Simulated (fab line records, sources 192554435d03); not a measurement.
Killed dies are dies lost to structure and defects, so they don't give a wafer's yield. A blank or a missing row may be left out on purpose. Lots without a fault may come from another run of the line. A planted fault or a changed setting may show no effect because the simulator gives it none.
fab line records | flow n5_finfet
record lots=10 wafers=29 last_day=19
route steps=1938 shown BEOL_M1@817 BEOL_M2@841 BEOL_M4@1111
lots that met no fault: from a run of the same line without faults
start_h: hours from the record's first day to the start of the lot's first wafer shown | wait_h: hours since the lot's step before | " the same as in the row above | L1.1+2: a row that stands for several wafers | - no value, or no start given | * or withheld: withheld | < > ~ a bound
route shown NAME@n: a module of which the file shows steps, and the number in the route of the first | usual: mean/standard deviation of fault-free wafers | same: alike in all rows | chamber/n: place in a boat | sites: the reading at each site | _std_site: their standard deviation | _edge_site: outer sites' mean less inner sites' | radius_mm: how far each site lies from the wafer's centre | mask NAME#n: copy n | behind: the tool/chamber that last shaped the wafer | hold: why the lot was held/for how many hours/how that ended | device: the transistor (n, p or np) that didn't switch | end of line: the same wafers' tests at the end of the route | a step without rows: its recipe alone | killed: dies lost to structure and defects at the first sort, not the wafer's yield | map: a wafer's dies, x killed, . not, _ none there
set.NAME: the setting as run; set.NAME@STEP: as run at that earlier step | model.NAME: the simulator's own value behind a step, which no gauge read
steps of the route over a sample of lots; a table a step, a row a wafer
services: from which hour (start_h, from the record's first day; less than 0 if before it) a tool's chamber was out of use, for how many hours, and why
## steps
# step N5_BEOL_M1_ANNEAL_80
# recipe temp_c=400 time_s=240 ambient=vacuum
# usual heater_power_w=849/81
# columns lot.wafer tool chamber start_h wait_h heater_power_w
L282.3 pvd_sputter-01 - 128.90 0.0 881
L282.5 " - " " 997
L282.6 " - " " 895
L286.1 pvd_sputter-03 - 155.58 0.0 870
L286.3 " - " " 776
L286.4 " - " " 779
L288.5 pvd_sputter-03 - 162.77 0.1 823
L288.6 " - " " 778
L292.1 pvd_sputter-01 - 194.81 0.0 915
L292.5 " - " " 787
L292.6 " - " " 898
L293.1 pvd_sputter-02 - 199.35 0.0 834
L293.3 " - " " 738
L293.6 " - " " 1043
L295.2 pvd_sputter-01 - 205.52 0.0 925
L295.5 " - " " 906
L295.6 " - " " 810
L302.1 pvd_sputter-03 - 265.58 0.0 779
L302.2 " - " " 852
L302.5 " - " " 893
L303.1 pvd_sputter-03 - 269.68 0.0 773
L303.4 " - " " 894
L303.6 " - " " 826
L304.1 pvd_sputter-02 - 272.74 0.0 848
L304.3 " - " " 721
L304.4 " - " " 746
L305.1 pvd_sputter-01 - 279.94 0.0 968
L305.3 " - " " 920
L305.6 " - " " 892
# step N5_BEOL_M1_SPUTTER_96
# recipe material=Cu target_thk_a=45 temp_c=-20 chamber_pressure_pa=0.07 power_w=withheld time_s=8.29
# usual throttle_valve_pct=30.0/0.98
# columns lot.wafer tool chamber start_h wait_h throttle_valve_pct
L282.3 pvd_sputter-01 - 130.36 0.1 29.9
L282.5 " - " " 28.9
L282.6 " - " " 30.0
L286.1 pvd_sputter-03 - 157.04 0.1 28.6
L286.3 " - " " 30.1
L286.4 " - " " 30.8
L288.5 pvd_sputter-03 - 164.20 0.0 29.7
L288.6 " - " " 30.1
L292.1 pvd_sputter-01 - 196.40 0.1 30.1
L292.5 " - " " 31.9
L292.6 " - " " 30.2
L293.1 pvd_sputter-02 - 200.81 0.1 30.3
L293.3 " - " " 31.1
L293.6 " - " " 29.7
L295.2 pvd_sputter-01 - 207.11 0.1 29.5
L295.5 " - " " 29.4
L295.6 " - " " 31.9
L302.1 pvd_sputter-03 - 267.04 0.1 30.2
L302.2 " - " " 30.0
L302.5 " - " " 28.7
L303.1 pvd_sputter-03 - 271.14 0.1 30.1
L303.4 " - " " 28.7
L303.6 " - " " 29.9
L304.1 pvd_sputter-02 - 274.20 0.1 30.4
L304.3 " - " " 31.3
L304.4 " - " " 30.0
L305.1 pvd_sputter-01 - 281.40 0.1 28.7
L305.3 " - " " 29.2
L305.6 " - " " 30.0
# step N5_BEOL_M1_CO_CAP_55
# recipe material=Co target_thk_a=20 temp_c=200 precursor=CCTBA/H2 pressure_torr=30 time_s=102.1
# usual heater_power_w=242/28 run_length_s=124.9/0.54
# columns lot.wafer tool chamber start_h wait_h heater_power_w run_length_s
L282.3 cvd_co-02 0 131.23 0.0 240 124.6
L282.5 " 0 " " 253 124.6
L282.6 " 2 " " 230 124.5
L286.1 cvd_co-01 2 157.90 0.0 225 125.5
L286.3 " 0 " " 218 125.9
L286.4 " 1 " " 312 125.0
L288.5 cvd_co-01 1 165.06 0.0 317 124.9
L288.6 " 0 " " 217 125.7
L292.1 cvd_co-02 1 197.27 0.0 236 124.8
L292.5 " 2 " " 227 210.6
L292.6 " 0 " " 245 124.6
L293.1 cvd_co-02 0 201.79 0.0 248 124.6
L293.3 " 2 " " 224 209.9
L293.6 " 1 " " 229 125.5
L295.2 cvd_co-02 2 208.67 0.0 227 210.1
L295.5 " 2 " " 230 210.2
L295.6 " 0 " " 242 124.8
L302.1 cvd_co-02 2 267.91 0.0 226 123.8
L302.2 " 1 " " 238 124.7
L302.5 " 0 " " 248 124.6
L303.1 cvd_co-01 2 272.01 0.0 234 124.6
L303.4 " 1 " " 312 124.8
L303.6 " 2 " " 235 124.7
L304.1 cvd_co-02 0 275.06 0.0 242 124.7
L304.3 " 2 " " 225 123.9
L304.4 " 2 " " 232 124.3
L305.1 cvd_co-02 1 282.27 0.0 236 125.2
L305.3 " 0 " " 251 124.9
L305.6 " 0 " " 259 124.8
# step N5_BEOL_M2_ILD_DEP_00
# recipe material=SiOC target_thk_a=790 temp_c=350 precursor=DEMS/O2 pressure_torr=5 rf_w=500 time_s=15.3
# usual heater_power_w=484/56 showerhead_plenum_p_Torr=5.697/0.018 throttle_valve_pct=12.3/0.67
# columns lot.wafer tool chamber start_h wait_h heater_power_w showerhead_plenum_p_Torr throttle_valve_pct
L282.3 pecvd-04 0 131.49 0.0 397 5.719 13.2
L282.5 " 1 " " 435 5.711 12.3
L282.6 " 0 " " 395 5.715 13.0
L286.1 pecvd-01 2 158.15 0.0 490 5.686 13.8
L286.3 " 0 " " 475 5.686 12.6
L286.4 " 0 " " 479 5.699 12.4
L288.5 pecvd-01 1 165.29 0.1 516 5.712 12.3
L288.6 " 0 " " 423 5.689 12.9
L292.1 pecvd-04 2 197.52 0.0 485 5.666 11.1
L292.5 " 0 " " 408 5.702 13.0
L292.6 " 2 " " 487 5.687 11.3
L293.1 pecvd-04 0 202.04 0.0 414 5.700 12.7
L293.3 " 0 " " 403 5.701 12.9
L293.6 " 2 " " 551 5.651 11.3
L295.2 pecvd-02 1 208.91 0.0 494 5.693 11.7
L295.5 " 0 " " 463 5.676 12.3
L295.6 " 1 " " 507 5.698 11.7
L302.1 pecvd-02 2 268.15 0.0 526 5.696 11.3
L302.2 " 1 " " 498 5.691 11.9
L302.5 " 2 " " 532 5.697 11.3
L303.1 pecvd-04 1 272.25 0.0 484 5.716 12.5
L303.4 " 1 " " 387 5.728 12.4
L303.6 " 0 " " 415 5.708 12.8
L304.1 pecvd-04 0 275.34 0.0 356 5.717 13.0
L304.3 " 1 " " 488 5.711 12.4
L304.4 " 0 " " 370 5.734 12.8
L305.1 pecvd-01 2 282.51 0.0 473 5.665 12.0
L305.3 " 1 " " 591 5.726 12.1
L305.6 " 2 " " 463 5.677 12.2
# step N5_BEOL_M4_RC_MEAS_101
# usual DIBL_N=36.0/1.6 DIBL_P=35.8/2 IOFF_N=0.152/0.03 IOFF_P=0.20/0.031 ION_N=670/12 ION_P=459/7.4 SS_N=71.5/0.56 SS_P=73.2/0.64 VT_N=251/3.5 VT_P=-252/3.3
# columns lot.wafer tool chamber start_h wait_h DIBL_N[mV/V] DIBL_P[mV/V] IOFF_N[nA/um] IOFF_P[nA/um] ION_N[uA/um] ION_P[uA/um] SS_N[mV/dec] SS_P[mV/dec] VT_N[mV] VT_P[mV]
L282.3 prober-02 0 200.04 0.3 36.5 36.9 0.170 0.23 681 467 72.2 73.9 246 -247
L282.5 " 0 " " 36.4 36.1 0.159 0.22 664 457 72.2 73.9 251 -246
L282.6 " 0 " " 35.1 35.6 0.143 0.22 675 469 72.0 73.2 252 -246
L286.1 prober-01 0 219.21 0.0 37.4 36.7 0.151 0.20 674 461 71.8 73.6 253 -252
L286.3 " 0 " " 35.9 35.6 0.125 0.18 656 455 71.3 73.2 255 -250
L286.4 " 0 " " 37.2 37.0 0.155 0.20 680 463 72.1 73.6 250 -253
L288.5 prober-02 0 239.46 0.6 36.8 37.0 0.170 0.20 665 449 71.2 73.4 247 -253
L288.6 " 0 " " 34.7 35.1 0.134 0.18 667 457 71.4 73.4 253 -252
L292.1 prober-02 0 252.74 0.0 35.8 35.9 0.134 0.17 677 452 71.8 72.7 252 -258
L292.5 " 0 " " 35.1 35.9 0.132 0.18 669 467 71.2 72.4 252 -256
L292.6 " 0 " " 36.3 36.2 0.141 0.17 662 451 71.6 73.2 253 -258
L295.2 prober-02 0 262.26 0.2 37.8 39.2 0.176 0.22 676 456 71.8 73.7 249 -252
L295.5 " 0 " " 36.2 37.3 0.152 0.19 668 456 71.5 73.2 251 -254
L295.6 " 0 " " 37.5 38.8 0.176 0.21 679 458 72.1 73.5 249 -252
L293.1 prober-01 0 275.60 0.0 36.2 35.1 0.121 0.17 644 446 71.9 72.7 260 -257
L293.3 " 0 " " 38.6 38.0 0.185 0.22 681 456 72.4 73.0 249 -249
L293.6 " 0 " " 37.3 37.2 0.154 0.21 669 456 72.3 73.1 253 -252
L303.1 prober-02 0 315.94 0.0 35.4 35.1 0.126 0.16 651 441 71.2 72.9 253 -254
L303.4 " 0 " " 35.7 37.0 0.139 0.18 671 461 71.3 73.1 253 -252
L303.6 " 0 " " 38.8 40.0 0.190 0.23 671 449 72.2 74.8 247 -251
L302.1 prober-02 0 328.96 0.0 35.5 33.7 0.136 0.21 674 473 70.9 72.8 254 -250
L302.2 " 0 " " 36.1 34.1 0.144 0.21 661 459 71.4 73.5 251 -246
L302.5 " 0 " " 35.4 33.8 0.135 0.20 664 459 71.3 73.4 251 -247
L304.1 prober-01 0 342.77 0.0 35.3 36.1 0.156 0.23 681 467 71.0 73.7 248 -249
L304.3 " 0 " " 35.7 36.1 0.171 0.22 677 468 71.2 74.0 249 -250
L304.4 " 0 " " 37.0 37.1 0.177 0.23 676 465 71.9 74.4 251 -250
L305.1 prober-02 0 347.34 0.0 34.3 34.4 0.129 0.17 655 454 70.4 72.7 250 -253
L305.3 " 0 " " 31.8 30.1 0.087 0.11 632 435 71.7 71.6 259 -261
L305.6 " 0 " " 33.2 32.1 0.113 0.14 658 449 71.2 72.2 255 -258
## services
# columns tool chamber start_h hours kind
pecvd-02 0 104.94 2.1 scheduled_down
pvd_sputter-03 - 108.25 5.5 repair
cvd_co-01 1 114.67 - clean
cvd_co-01 1 114.67 22.0 scheduled_down
cvd_co-01 1 114.67 22.0 vent_cycle
pvd_sputter-01 - 143.59 5.2 repair
cvd_co-02 - 158.69 6.9 pm
pecvd-02 - 165.07 2.8 pm
pecvd-04 1 196.95 5.5 scheduled_down
pecvd-04 - 203.08 1.3 repair
pecvd-01 2 215.87 20.5 repair
pecvd-02 1 233.21 2.1 scheduled_down
pecvd-01 2 236.42 - clean
pecvd-01 2 236.42 - consumable_replace:showerhead
pecvd-01 2 236.42 29.0 scheduled_down
pecvd-01 2 236.42 29.0 vent_cycle
pecvd-04 0 256.02 5.2 repair
pecvd-02 0 273.00 5.5 scheduled_down
## key
first_sign step=N5_BEOL_M1_CO_CAP_55 reading=run_length_s direction=up sigmas=99+ usual=* struck=*
effect none on later readings
met_at N5_BEOL_M1_CO_CAP_55
struck_lots L292,L293,L295
struck_wafers L292.5,L293.3,L295.2,L295.5
baseline_loss step=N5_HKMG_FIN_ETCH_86 wafers=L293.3
not_acting_at N5_BEOL_M1_ANNEAL_80,N5_BEOL_M1_SPUTTER_96,N5_BEOL_M2_ILD_DEP_00
onset_between 131.23 197.27
fault kind=process_parameter_drift tool=cvd_co-02 chamber=2 onset_h=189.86 steps=N5_BEOL_M1_CO_CAP_55 channel=time_s offset=* shape=step end_h=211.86 acts_in=* stated=*
# baseline_loss: these wafers lose ten dies or more at that step, a loss of the line's own and not of a fault; the sort's usual values leave them out
